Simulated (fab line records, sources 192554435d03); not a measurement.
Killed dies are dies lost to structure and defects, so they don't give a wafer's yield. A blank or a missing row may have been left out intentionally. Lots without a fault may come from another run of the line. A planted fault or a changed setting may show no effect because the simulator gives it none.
Chamber matching | flow n5 finfet | 4 sister chambers for N5_MOL_CONTACT_COAG_STRIP_72 on rie diel-02
The step strips in N2/H2. 14 wafers are shown with their chamber, then 7 later ones without.

EACH WAFER AND ITS CHAMBER
wafer  | chamber | showerhead plenum p Torr (Torr) | drypump motor current A (A) | throttle valve pct (%)
L955.1 | 3       | 2.48                            | 6.1                         | 23.6
L955.3 | 1       | 2.45                            | 6.3                         | 23.3
L955.5 | 0       | 2.71                            | 5.5                         | 23.8
L957.1 | 0       | 2.71                            | 5.5                         | 23.8
L957.3 | 2       | 2.62                            | 5.8                         | 23.6
L957.5 | 1       | 2.45                            | 6.3                         | 23.3
L958.1 | 3       | 2.48                            | 6.1                         | 23.6
L958.2 | 0       | 2.71                            | 5.5                         | 23.8
L958.4 | 1       | 2.45                            | 6.3                         | 23.3
L966.1 | 1       | 2.44                            | 6.4                         | 23.4
L966.2 | 3       | 2.48                            | 6.1                         | 23.4
L966.5 | 0       | 2.70                            | 5.5                         | 23.8
L974.1 | 0       | 2.69                            | 5.5                         | 23.8
L974.2 | 1       | 2.44                            | 6.4                         | 23.4

SIGNATURES, as means of the wafers listed above
reading                  | chamber 0 | chamber 1 | chamber 2 | chamber 3 | scatter within a chamber
showerhead plenum p Torr | 2.7040    | 2.4460    | 2.6200    | 2.4800    | 0.00663
drypump motor current A  | 5.500     | 6.340     | 5.800     | 6.100     | 0.0346
throttle valve pct       | 23.800    | 23.340    | 23.600    | 23.533    | 0.0622
Rule: a wafer's distance from a chamber is the root of the sum, over the readings, of the square of ((its reading less the chamber's mean) divided by the reading's scatter). If the next closest chamber is less than 2 further off than the closest, the wafer can't be placed; otherwise it belongs to the closest. The scatter: the root of (the sum of the squares of (reading less its chamber's mean) over the shown wafers, divided by (wafers less chambers)).

WAFERS WITH NO CHAMBER GIVEN
wafer  | showerhead plenum p Torr (Torr) | drypump motor current A (A) | throttle valve pct (%)
L974.3 | 2.60                            | 5.8                         | 23.7
L975.1 | 2.47                            | 6.1                         | 23.4
L975.4 | 2.69                            | 5.5                         | 23.9
L975.5 | 2.47                            | 6.1                         | 23.4
L976.2 | 2.69                            | 5.5                         | 23.9
L976.4 | 2.43                            | 6.3                         | 23.4
L976.5 | 2.46                            | 6.1                         | 23.4

WHICH CHAMBER EACH ONE RAN IN
wafer  | from the rows above | in truth
L974.3 | 2                   | 2
L975.1 | 3                   | 3
L975.4 | 0                   | 0
L975.5 | 3                   | 3
L976.2 | 0                   | 0
L976.4 | 1                   | 1
L976.5 | 3                   | 3
Correct placement for 7 of the 7. From these rows, 0 cannot be placed. Placed wrongly: 0.
